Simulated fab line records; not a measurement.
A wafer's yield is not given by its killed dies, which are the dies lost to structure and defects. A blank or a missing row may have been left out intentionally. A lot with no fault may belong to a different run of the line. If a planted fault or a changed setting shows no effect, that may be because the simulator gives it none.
fab line records    flow nand_harc    part 2 of 2: steps 4 to 6 of 6
record lots=23  wafers=69  last_day=24
route steps=1159 shown A_SGD_CUT@761 A_CONTACT@843
lots with no fault: from the same line, run without faults
start_h: hours from the record's first day to the start of the lot's first wafer shown    wait_h: time in hours since the lot's previous step    " same as the row above    L1.1+2: several wafers, shown together as one row    - value missing, or start not given    * or withheld: withheld    < > ~ a bound
route shown NAME@n: names a module that has steps shown in the file, with the first one's number in the route    usual: mean/standard deviation taken from wafers without a fault    same: alike in all rows    chamber/n: place in a boat    sites: readings site by site    _std_site: how widely they spread, as a standard deviation    _edge_site: outer sites' mean less inner sites'    radius_mm: how far each site lies from the wafer's centre    mask NAME#n: copy n    behind: the last tool/chamber to shape the wafer    hold: the reason the lot was held/the length of the hold in hours/how it ended    device: names the non-switching transistor (n, p or np)    end of line: the route-end tests of the same wafers    where a step has no rows: the recipe by itself    killed: dies that structure and defects cost at the first sort, which is not the same as the wafer's yield    map: a wafer's dies, marking killed ones x, the rest . and places with no die _
set.NAME: setting as actually run; set.NAME@STEP: the setting as run at that earlier step    model.NAME: the simulator's own value behind a step, which no gauge read
the route's steps for a sample of lots (tables are steps, rows are wafers)
services: the hour from which a tool's chamber was out of use, counted from the record's first day as start_h (under 0 if before that day), plus the number of hours and why
## steps
# step NHARC_A_CONTACT_DESCUM_47
# recipe time_s=3  o2_flow_sccm=200  ar_flow_sccm=0  bias_power_w=0  chemistry=O2
# usual chamber_pressure_mTorr=60.00/0.055  drypump_motor_current_A=5.6/0.37  oes_product_au=1.002/0.0081  rf_vpp_V=57.8/0.92  showerhead_plenum_p_Torr=1.92/0.11  throttle_valve_pct=11.311/0.0095
lot.wafer  tool         chamber  start_h  wait_h  chamber_pressure_mTorr  drypump_motor_current_A  oes_product_au  rf_hours_counter_h  rf_vpp_V  showerhead_plenum_p_Torr  throttle_valve_pct
L075.1     rie_diel-07  0        366.77   0.1     60.11                   5.0                      0.996           26                  58.2      2.03                      11.315
L075.4     "            1        "        "       59.96                   5.7                      0.988           28                  58.3      1.96                      11.307
L075.5     "            2        "        "       60.05                   5.5                      0.995           -                   56.6      1.76                      11.321
L077.2     rie_diel-07  1        380.95   0.1     60.07                   5.7                      0.999           31                  58.2      1.96                      11.298
L077.6     "            3        "        "       60.07                   6.1                      0.999           -                   55.9      1.77                      11.320
L077.4     "            1        "        "       59.97                   5.7                      0.994           -                   58.1      1.96                      11.289
L078.3     rie_diel-13  0        382.23   0.1     59.96                   5.5                      1.001           33                  57.7      1.90                      11.302
L078.1     "            3        "        "       59.94                   5.4                      1.001           34                  57.9      1.87                      11.321
L078.5     "            0        "        "       59.95                   5.4                      1.012           -                   58.2      1.90                      11.317
L079.2     rie_diel-13  0        386.21   0.1     60.00                   5.4                      1.012           36                  57.5      1.89                      11.320
L079.6     "            0        "        "       60.08                   5.4                      1.002           -                   57.2      1.90                      11.310
L079.5     "            1        "        "       60.03                   6.3                      1.000           -                   59.1      1.80                      11.311
L076.1     rie_diel-07  3        386.63   0.1     59.97                   6.1                      0.998           30                  56.8      1.77                      11.332
L076.6     "            3        "        "       59.92                   6.1                      0.993           -                   56.1      1.77                      11.315
L076.4     "            1        "        "       59.99                   5.7                      0.990           -                   56.8      1.95                      11.289
L080.3     rie_diel-13  2        390.80   0.1     59.93                   5.6                      1.019           39                  59.1      2.06                      11.304
L080.4     "            3        "        "       60.07                   5.4                      1.002           39                  57.4      1.86                      11.304
L080.5     "            0        "        "       59.93                   5.4                      1.017           -                   56.8      1.89                      11.333
L081.2     rie_diel-07  2        417.62   0.1     59.96                   5.5                      1.001           0                   58.5      2.08                      11.315
L081.6     "            1        "        "       60.07                   5.7                      0.999           -                   57.7      1.95                      11.306
L081.5     "            2        "        "       60.02                   5.5                      1.006           -                   60.1      2.08                      11.311
L082.1     rie_diel-01  1        418.29   0.1     59.95                   5.8                      1.011           35                  58.3      1.81                      11.293
L082.6     "            3        "        "       59.93                   5.5                      1.003           -                   56.8      1.91                      11.319
L082.5     "            0        "        "       59.98                   5.4                      0.997           -                   58.3      1.80                      11.326
L084.1     rie_diel-07  3        425.38   0.1     60.07                   6.1                      1.008           1                   55.9      1.77                      11.307
L084.4     "            0        "        "       59.92                   5.0                      1.010           1                   57.1      2.03                      11.303
L084.3     "            1        "        "       60.08                   5.7                      1.000           1                   58.1      1.95                      11.311
L083.2     rie_diel-13  2        428.94   0.1     59.98                   5.7                      1.004           53                  58.4      2.06                      11.317
L083.1     "            3        "        "       60.02                   5.4                      0.998           53                  58.1      1.86                      11.314
L083.3     "            0        "        "       60.07                   5.5                      1.006           53                  57.2      1.89                      11.310
L088.3     rie_diel-13  1        444.45   0.1     59.99                   6.3                      0.992           59                  57.3      1.80                      11.299
L088.6     "            0        "        "       60.05                   5.4                      1.012           -                   57.3      1.89                      11.301
L088.5     "            1        "        "       60.00                   6.3                      1.006           -                   56.0      1.80                      11.313
L086.1     rie_diel-13  2        445.59   0.1     60.01                   5.7                      0.997           60                  59.7      2.06                      11.322
L086.3     "            3        "        "       59.99                   5.4                      0.994           61                  56.3      1.86                      11.323
L086.2     "            0        "        "       59.98                   5.5                      0.999           59                  57.6      1.89                      11.307
L085.4     rie_diel-07  0        448.62   0.1     59.95                   5.0                      1.015           5                   57.9      2.02                      11.316
L085.5     "            1        "        "       60.11                   5.7                      0.995           -                   58.4      1.95                      11.330
L085.6     "            2        "        "       59.98                   5.5                      1.011           -                   58.5      2.07                      11.315
L091.1     rie_diel-07  0        457.19   0.2     60.03                   5.0                      1.008           8                   57.7      2.02                      11.306
L091.3     "            1        "        "       59.88                   5.7                      0.999           7                   58.0      1.95                      11.306
L091.5     "            1        "        "       60.07                   5.7                      0.993           -                   56.6      1.95                      11.322
L090.4     rie_diel-07  2        457.26   0.1     60.02                   5.5                      1.001           7                   58.7      2.07                      11.320
L090.5     "            0        "        "       60.02                   5.0                      1.013           -                   57.2      2.02                      11.323
L090.6     "            1        "        "       60.00                   5.7                      1.005           -                   59.5      1.95                      11.313
L087.1     rie_diel-07  0        461.24   0.1     60.00                   5.0                      1.011           10                  57.7      2.02                      11.308
L087.4     "            2        "        "       60.09                   5.5                      1.000           9                   59.7      2.07                      11.307
L087.6     "            0        "        "       59.98                   5.1                      0.999           -                   57.5      2.02                      11.306
L089.1     rie_diel-07  1        462.67   0.1     60.08                   5.7                      1.001           9                   58.1      1.95                      11.309
L089.3     "            2        "        "       60.04                   5.5                      0.996           10                  58.5      2.07                      11.320
L089.6     "            1        "        "       60.07                   5.7                      0.994           -                   58.1      1.95                      11.306
L093.1     rie_diel-07  1        472.30   0.1     60.08                   5.7                      0.996           11                  57.8      1.95                      11.306
L093.2     "            2        "        "       60.01                   5.5                      0.994           12                  58.7      2.07                      11.298
L093.6     "            1        "        "       60.01                   5.7                      1.000           -                   57.7      1.95                      11.321
L092.2     rie_diel-07  2        495.62   0.1     59.98                   5.5                      0.995           15                  58.0      2.07                      11.321
L092.5     "            3        "        "       59.94                   6.1                      0.999           -                   56.6      1.77                      11.324
L092.6     "            0        "        "       60.05                   5.0                      1.006           -                   56.8      2.02                      11.310
L095.2     rie_diel-07  1        499.04   0.2     60.03                   5.7                      0.986           15                  58.4      1.95                      11.331
L095.4     "            2        "        "       60.09                   5.5                      0.990           16                  59.1      2.07                      11.283
L095.1     "            0        "        "       59.98                   5.0                      0.997           16                  58.9      2.02                      11.315
L096.4     rie_diel-13  0        499.47   0.2     59.95                   5.5                      1.000           15                  57.4      1.88                      11.325
L096.3     "            1        "        "       59.94                   6.3                      1.013           16                  57.5      1.79                      11.315
L096.2     "            2        "        "       60.08                   5.6                      1.007           15                  59.1      2.05                      11.307
L094.3     rie_diel-07  2        508.86   0.1     60.01                   5.5                      0.996           17                  58.2      2.07                      11.300
L094.4     "            3        "        "       59.99                   6.1                      1.004           19                  57.0      1.76                      11.311
L094.6     "            1        "        "       60.03                   5.7                      0.996           -                   58.7      1.95                      11.320
L097.1     rie_diel-07  1        510.61   0.1     60.00                   5.7                      0.990           18                  57.1      1.95                      11.297
L097.4     "            3        "        "       60.00                   6.1                      0.993           20                  57.3      1.76                      11.300
L097.5     "            0        "        "       59.99                   5.0                      0.992           -                   58.3      2.02                      11.321
# step NHARC_A_CONTACT_ETCH_114
# recipe source_w=withheld  pressure_mtorr=20  bias_v=3000  time_s=94  target_depth_a=9220  ar_flow_sccm=withheld  c4f8_flow_sccm=withheld  o2_flow_sccm=withheld  chemistry=C4F8/O2/Ar
# usual chamber_pressure_mTorr=20.004/0.017
lot.wafer  tool             chamber  start_h  wait_h  chamber_pressure_mTorr  rf_hours_counter_h
L075.1     har_cap_etch-01  1        368.40   0.1     19.995                  56
L075.4     "                1        "        "       20.002                  -
L075.5     "                1        "        "       20.014                  -
L077.2     har_cap_etch-03  1        382.81   0.1     20.004                  83
L077.4     "                1        "        "       20.021                  -
L077.6     "                0        "        "       20.008                  -
L078.1     har_cap_etch-02  0        384.36   0.1     19.982                  11
L078.3     "                0        "        "       19.992                  -
L078.5     "                1        "        "       20.008                  -
L079.2     har_cap_etch-03  0        387.95   0.1     19.988                  85
L079.6     "                1        "        "       20.032                  -
L079.5     "                0        "        "       20.024                  -
L076.1     har_cap_etch-02  0        388.52   0.1     19.997                  12
L076.4     "                1        "        "       20.026                  -
L076.6     "                1        "        "       19.978                  -
L080.4     har_cap_etch-02  1        392.58   0.1     20.014                  -
L080.3     "                0        "        "       19.996                  -
L080.5     "                1        "        "       19.988                  -
L081.2     har_cap_etch-02  0        419.29   0.1     20.024                  16
L081.6     "                1        "        "       20.014                  -
L081.5     "                0        "        "       19.999                  -
L082.1     har_cap_etch-01  0        419.94   0.1     19.980                  64
L082.5     "                1        "        "       19.984                  -
L082.6     "                0        "        "       20.029                  -
L084.1     har_cap_etch-03  0        427.16   0.1     20.005                  90
L084.3     "                1        "        "       20.008                  -
L084.4     "                0        "        "       19.983                  -
L083.1     har_cap_etch-03  0        430.73   0.1     20.011                  92
L083.2     "                1        "        "       20.017                  92
L083.3     "                0        "        "       20.007                  -
L088.3     har_cap_etch-02  0        446.19   0.1     20.021                  -
L088.6     "                0        "        "       20.014                  -
L088.5     "                1        "        "       20.012                  -
L086.1     har_cap_etch-01  0        447.22   0.1     19.955                  68
L086.2     "                1        "        "       20.020                  68
L086.3     "                0        "        "       20.010                  -
L085.4     har_cap_etch-03  0        450.54   0.1     20.030                  -
L085.6     "                1        "        "       20.010                  -
L085.5     "                0        "        "       20.034                  -
L091.1     har_cap_etch-02  1        459.71   0.1     20.008                  24
L091.3     "                1        "        "       20.020                  -
L091.5     "                0        "        "       20.031                  -
L090.4     har_cap_etch-01  0        460.24   0.1     20.017                  -
L090.5     "                0        "        "       19.989                  -
L090.6     "                1        "        "       20.020                  -
L087.1     har_cap_etch-01  1        462.87   0.1     19.984                  71
L087.4     "                1        "        "       19.990                  -
L087.6     "                1        "        "       19.992                  -
L089.1     har_cap_etch-03  0        464.76   0.1     19.987                  98
L089.3     "                0        "        "       20.000                  -
L089.6     "                1        "        "       20.012                  -
L093.1     har_cap_etch-02  0        474.06   0.1     20.008                  28
L093.2     "                1        "        "       19.998                  28
L093.6     "                0        "        "       20.005                  -
L092.2     har_cap_etch-03  1        497.25   0.1     19.980                  101
L092.6     "                0        "        "       20.006                  -
L092.5     "                1        "        "       20.031                  -
L095.2     har_cap_etch-01  1        501.11   0.1     20.022                  77
L095.1     "                0        "        "       20.009                  77
L095.4     "                1        "        "       20.040                  -
L096.2     har_cap_etch-02  0        501.29   0.1     19.994                  30
L096.3     "                0        "        "       19.999                  -
L096.4     "                1        "        "       20.040                  -
L094.4     har_cap_etch-03  1        510.56   0.1     19.986                  -
L094.3     "                0        "        "       20.010                  -
L094.6     "                0        "        "       20.017                  -
L097.1     har_cap_etch-02  1        512.47   0.1     19.977                  33
L097.4     "                1        "        "       20.005                  -
L097.5     "                1        "        "       19.995                  -
# step NHARC_A_CONTACT_CD_MEAS_69
# recipe target_cd_nm=200  landing_energy_ev=500
# usual cd_nm=200.0/0.42
lot.wafer  tool       chamber  start_h  wait_h  cd_nm
L075.1     cd_sem-03  0        373.43   -       200.0
L075.4     "          0        "        "       200.3
L075.5     "          0        "        "       200.0
L077.2     cd_sem-02  0        388.95   -       200.4
L077.4     "          0        "        "       200.2
L077.6     "          0        "        "       200.9
L078.1     cd_sem-02  0        389.45   -       199.0
L078.3     "          0        "        "       199.5
L078.5     "          0        "        "       200.1
L079.2     cd_sem-01  0        393.31   -       200.1
L079.5     "          0        "        "       199.4
L079.6     "          0        "        "       199.1
L076.1     cd_sem-02  0        395.07   -       199.8
L076.4     "          0        "        "       200.0
L076.6     "          0        "        "       199.9
L080.3     cd_sem-01  0        397.83   -       200.3
L080.4     "          0        "        "       200.5
L080.5     "          0        "        "       200.4
L082.1     cd_sem-03  0        426.50   -       200.4
L082.5     "          0        "        "       200.1
L082.6     "          0        "        "       199.7
L081.2     cd_sem-02  0        426.91   -       200.4
L081.5     "          0        "        "       200.1
L081.6     "          0        "        "       200.3
L084.1     cd_sem-02  0        432.54   -       200.2
L084.3     "          0        "        "       200.4
L084.4     "          0        "        "       200.2
L083.1     cd_sem-02  0        436.03   -       200.0
L083.2     "          0        "        "       199.4
L083.3     "          0        "        "       200.3
L088.3     cd_sem-01  0        452.60   -       200.2
L088.5     "          0        "        "       200.3
L088.6     "          0        "        "       200.0
L086.1     cd_sem-03  0        452.89   -       199.9
L086.2     "          0        "        "       199.1
L086.3     "          0        "        "       200.0
L085.4     cd_sem-02  0        456.42   -       200.1
L085.5     "          0        "        "       199.8
L085.6     "          0        "        "       199.8
L091.1     cd_sem-03  0        464.82   -       200.3
L091.3     "          0        "        "       200.2
L091.5     "          0        "        "       200.5
L090.4     cd_sem-02  0        465.58   -       200.4
L090.5     "          0        "        "       201.1
L090.6     "          0        "        "       199.9
L087.1     cd_sem-02  0        467.97   -       200.2
L087.4     "          0        "        "       200.6
L087.6     "          0        "        "       200.4
L089.1     cd_sem-01  0        469.66   -       199.9
L089.3     "          0        "        "       200.1
L089.6     "          0        "        "       200.3
L093.1     cd_sem-02  0        482.00   -       199.8
L093.2     "          0        "        "       199.8
L093.6     "          0        "        "       200.3
L092.2     cd_sem-03  0        502.87   -       199.7
L092.5     "          0        "        "       199.6
L092.6     "          0        "        "       199.7
L095.1     cd_sem-03  0        506.11   -       199.8
L095.2     "          0        "        "       200.0
L095.4     "          0        "        "       200.6
L096.2     cd_sem-01  0        506.24   -       199.8
L096.3     "          0        "        "       200.3
L096.4     "          0        "        "       199.7
L094.3     cd_sem-03  0        516.34   -       199.6
L094.4     "          0        "        "       199.8
L094.6     "          0        "        "       199.5
L097.1     cd_sem-01  0        517.96   -       200.6
L097.4     "          0        "        "       200.7
L097.5     "          0        "        "       200.5
## services
tool             chamber  start_h  hours  kind
rie_diel-04      -        289.13   9.0    pm
rie_diel-06      3        290.08   19.7   repair
pecvd-03         -        292.14   13.0   pm
rie_diel-13      0        298.36   4.0    repair
rie_diel-07      3        299.84   4.3    repair
rie_diel-08      -        301.80   9.0    pm
har_cap_etch-02  -        306.75   17.0   pm
rie_diel-07      2        314.19   2.9    repair
rie_diel-04      0        346.47   3.3    repair
rie_diel-13      -        346.60   0.4    repair
rie_diel-06      2        354.45   3.2    repair
rie_diel-08      3        356.36   3.5    repair
pecvd-03         -        369.29   0.4    repair
rie_diel-07      0        380.10   8.9    repair
pecvd-04         -        386.99   13.0   pm
rie_diel-06      3        393.45   17.7   repair
pecvd-03         -        402.28   0.4    repair
rie_diel-06      -        418.20   9.0    pm
pecvd-01         -        418.24   13.0   pm
pecvd-01         -        461.95   2.4    repair
rie_diel-04      -        466.13   9.0    pm
pecvd-01         2        471.89   8.0    repair
rie_diel-08      -        478.80   9.0    pm
rie_diel-04      0        480.29   3.7    repair
